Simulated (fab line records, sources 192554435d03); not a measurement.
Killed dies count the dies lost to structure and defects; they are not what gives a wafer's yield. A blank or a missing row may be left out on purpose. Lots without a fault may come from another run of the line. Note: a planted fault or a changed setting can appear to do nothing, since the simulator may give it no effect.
What tool caused it? | flow n5-finfet | 72 wafers from 24 lots sampled at 3 of the route's 1938 steps

== WHAT EACH GAUGE READ, for each wafer ==
N5_MIM_BOT_LITHO_OVL_MEAS_11. Usual: for MIM_BOT_OVL the level is 3 nm and the standard deviation is 5.6.
lot  | measured     | on         | MIM_BOT_OVL (nm) | flag
L076 | day 13 08:57 | overlay-01 | -8 -9 -12        |
L077 | day 13 09:46 | overlay-01 | 8 -3 2           |
L075 | day 14 03:56 | overlay-01 | 0 0 -5           |
L078 | day 14 06:25 | overlay-01 | -5 1 -2          |
L074 | day 14 07:57 | overlay-01 | 4 -5 -6          |
L079 | day 14 09:46 | overlay-02 | 5 12 10          |
L082 | day 14 10:43 | overlay-01 | -3 -3 0          |
L080 | day 14 12:16 | overlay-01 | -1 9 2           |
L081 | day 14 17:57 | overlay-01 | -2 -1 -1         |
L084 | day 15 11:38 | overlay-01 | 8 4 2            |
L083 | day 15 16:07 | overlay-02 | 1 2 3            |
L085 | day 16 07:31 | overlay-01 | 7 7 9            |
L087 | day 16 11:32 | overlay-01 | 0 -1 0           |
L086 | day 16 16:55 | overlay-02 | 1 4 5            |
L088 | day 17 05:44 | overlay-01 | 0 1 2            |
L090 | day 17 11:43 | overlay-01 | 6 9 2            |
L089 | day 17 15:25 | overlay-02 | 9 7 -1           |
L091 | day 18 16:08 | overlay-01 | 13 6 14          |
L094 | day 19 11:09 | overlay-01 | -3 7 2           |
L092 | day 19 11:28 | overlay-02 | -1 4 0           |
L096 | day 19 17:58 | overlay-02 | 0 8 4            |
L093 | day 19 18:08 | overlay-02 | 8 3 1            |
L095 | day 20 03:07 | overlay-02 | 12 10 16         |
L097 | day 21 06:01 | overlay-02 | -3 7 5           |

N5_PASSIVATION_INSPECT_61: inspects for defects (macro). Usual: raw-defect-count 2.3, standard deviation 1.6.
lot  | measured     | on                | raw-defect-count | flag
L076 | day 13 23:01 | defect-inspect-02 | 2 3 8            |
L077 | day 13 21:34 | defect-inspect-02 | 3 1 4            |
L075 | day 14 08:23 | defect-inspect-02 | 2 4 6            |
L078 | day 14 08:25 | defect-inspect-01 | 3 1 1            |
L074 | day 14 10:49 | defect-inspect-01 | 2 2 3            |
L079 | day 14 11:16 | defect-inspect-01 | 2 4 4            |
L082 | day 14 12:19 | defect-inspect-01 | 1 1 0            |
L080 | day 14 14:39 | defect-inspect-01 | 2 2 4            |
L081 | day 14 23:24 | defect-inspect-02 | 2 1 4            |
L084 | day 15 13:12 | defect-inspect-01 | 3 4 6            |
L083 | day 15 17:37 | defect-inspect-02 | 2 2 1            |
L085 | day 16 10:38 | defect-inspect-02 | 1 2 2            |
L087 | day 16 13:49 | defect-inspect-01 | 1 0 2            |
L086 | day 16 18:41 | defect-inspect-01 | 4 1 1            |
L088 | day 17 10:30 | defect-inspect-01 | 1 4 5            |
L090 | day 17 13:08 | defect-inspect-01 | 0 4 2            |
L089 | day 17 18:51 | defect-inspect-02 | 2 1 4            |
L091 | day 18 18:13 | defect-inspect-02 | 0 1 1            |
L094 | day 19 14:31 | defect-inspect-02 | 5 1 2            |
L092 | day 19 14:40 | defect-inspect-01 | 2 4 0            |
L096 | day 19 20:15 | defect-inspect-01 | 2 5 3            |
L093 | day 19 20:06 | defect-inspect-02 | 1 1 1            |
L095 | day 20 05:52 | defect-inspect-02 | 1 2 3            |
L097 | day 21 13:17 | defect-inspect-02 | 0 2 3            |

== WHAT TOOL EACH LOT RAN ON (gives the tool, then ch and the chambers of the sampled wafers, and finally the start) ==
lot  | N5_MIM_BOT_ETCH_ETCH_04
L076 | rie-diel-02 ch 0,1, day 13 09:05
L077 | rie-diel-04 ch 0,1,3, day 13 09:53
L075 | rie-diel-03 ch 0,1, day 14 04:04
L078 | rie-diel-04 ch 0,1,3, day 14 06:34
L074 | rie-diel-02 ch 0,1,3, day 14 08:05
L079 | rie-diel-04 ch 0,1,2, day 14 09:57
L082 | rie-diel-04 ch 2,3, day 14 10:50
L080 | rie-diel-02 ch 0,3, day 14 12:28
L081 | rie-diel-04 ch 1,2,3, day 14 18:07
L084 | rie-diel-03 ch 1,2,3, day 15 11:45
L083 | rie-diel-04 ch 0,1, day 15 16:17
L085 | rie-diel-02 ch 0,1,2, day 16 07:38
L087 | rie-diel-03 ch 0,1,2, day 16 11:39
L086 | rie-diel-02 ch 0,1,3, day 16 17:02
L088 | rie-diel-04 ch 1,2, day 17 05:52
L090 | rie-diel-02 ch 1,2, day 17 11:51
L089 | rie-diel-04 ch 0,1, day 17 15:40
L091 | rie-diel-03 ch 1,2,3, day 18 16:16
L094 | rie-diel-04 ch 0,1,3, day 19 11:16
L092 | rie-diel-02 ch 0,1,3, day 19 11:36
L096 | rie-diel-03 ch 1,2,3, day 19 18:06
L093 | rie-diel-04 ch 2,3, day 19 18:15
L095 | rie-diel-02 ch 0,1,2, day 20 03:15
L097 | rie-diel-04 ch 0,1,2, day 21 06:09
- N5_MIM_BOT_ETCH_ETCH_04: etches SiNx in CF4/O2, target depth 26 nm, time 13 s.

== WHAT THE TOOLS THEMSELVES READ (means of the sampled wafers that have a number; where no wafer has one, the mark that the record gives instead) ==
N5_MIM_BOT_ETCH_ETCH_04. Usual: drypump-motor-current-A 6.04 A, standard deviation 0.21; oes-product-au 0.79 a.u., standard deviation 0.09; rf-fwd-power-W 531.8 W, standard deviation 1.8; rf-vpp-V 240 V, standard deviation 5.2; showerhead-plenum-p-Torr 2.18 Torr, standard deviation 0.093; throttle-valve-pct 16.03 %, standard deviation 0.24.
lot  | tool        | drypump-motor-current-A (A) | oes-product-au (a.u.) | rf-fwd-power-W (W) | rf-vpp-V (V) | showerhead-plenum-p-Torr (Torr) | throttle-valve-pct (%) | flag
L076 | rie-diel-02 | 6.29                        | 0.81                  | 533.7              | 239          | 2.21                            | 15.91                  |
L077 | rie-diel-04 | 6.06                        | 0.81                  | 531.8              | 237          | 2.20                            | 16.05                  |
L075 | rie-diel-03 | 5.61                        | 0.70                  | 531.2              | 240          | 2.15                            | 16.38                  |
L078 | rie-diel-04 | 6.04                        | 0.80                  | 532.7              | 237          | 2.19                            | 16.06                  |
L074 | rie-diel-02 | 6.24                        | 0.82                  | 533.6              | 242          | 2.23                            | 15.82                  |
L079 | rie-diel-04 | 5.97                        | 0.86                  | 531.4              | 241          | 2.21                            | 16.01                  |
L082 | rie-diel-04 | 5.91                        | 0.88                  | 530.4              | 241          | 2.14                            | 16.10                  |
L080 | rie-diel-02 | 6.16                        | 0.82                  | 534.1              | 238          | 2.20                            | 15.75                  |
L081 | rie-diel-04 | 5.98                        | 0.80                  | 532.8              | 238          | 2.12                            | 16.17                  |
L084 | rie-diel-03 | 5.95                        | 0.79                  | 531.2              | 242          | 2.13                            | 15.99                  |
L083 | rie-diel-04 | 6.01                        | 0.83                  | 532.5              | 239          | 2.28                            | 15.94                  |
L085 | rie-diel-02 | 6.24                        | 0.77                  | 531.5              | 243          | 2.19                            | 15.96                  |
L087 | rie-diel-03 | 5.82                        | 0.68                  | 530.5              | 239          | 2.12                            | 16.29                  |
L086 | rie-diel-02 | 6.24                        | 0.80                  | 530.0              | 242          | 2.23                            | 15.84                  |
L088 | rie-diel-04 | 5.86                        | 0.84                  | 530.9              | 241          | 2.14                            | 16.17                  |
L090 | rie-diel-02 | 6.26                        | 0.78                  | 532.4              | 249          | 2.25                            | 15.93                  |
L089 | rie-diel-04 | 6.03                        | 0.83                  | 530.6              | 239          | 2.28                            | 15.96                  |
L091 | rie-diel-03 | 5.95                        | 0.75                  | 533.0              | 242          | 2.12                            | 16.04                  |
L094 | rie-diel-04 | 6.08                        | 0.76                  | 531.7              | 237          | 2.18                            | 16.14                  |
L092 | rie-diel-02 | 6.23                        | 0.78                  | 532.1              | 242          | 2.22                            | 15.89                  |
L096 | rie-diel-03 | 5.95                        | 0.75                  | 531.9              | 240          | 2.11                            | 16.04                  |
L093 | rie-diel-04 | 6.01                        | 0.76                  | 533.1              | 237          | 2.11                            | 16.22                  |
L095 | rie-diel-02 | 6.24                        | 0.74                  | 531.3              | 242          | 2.18                            | 16.01                  |
L097 | rie-diel-04 | 5.95                        | 0.88                  | 531.2              | 240          | 2.20                            | 15.98                  |

== THE ANSWER, worked out from the rows above alone ==
Rule: take the mean of a lot's wafers that have a number; if it is more than 3 standard deviations from the usual mean, the lot is off. Also off: a lot with no number at a reading for which 4 or more lots have one. Any other lot the step has rows for is counted as sound. The gauges are gone through in route order, then the tools' own readings, and for those a lot's mean is taken as printed above. At the first step where some lot is off, the reading lying furthest off is the one used; lots without a number count as furthest.
Across all readings shown, no lot is off: no conclusion can be drawn from this.

== WHAT HAD BEEN PUT IN BY THE SIMULATOR ==
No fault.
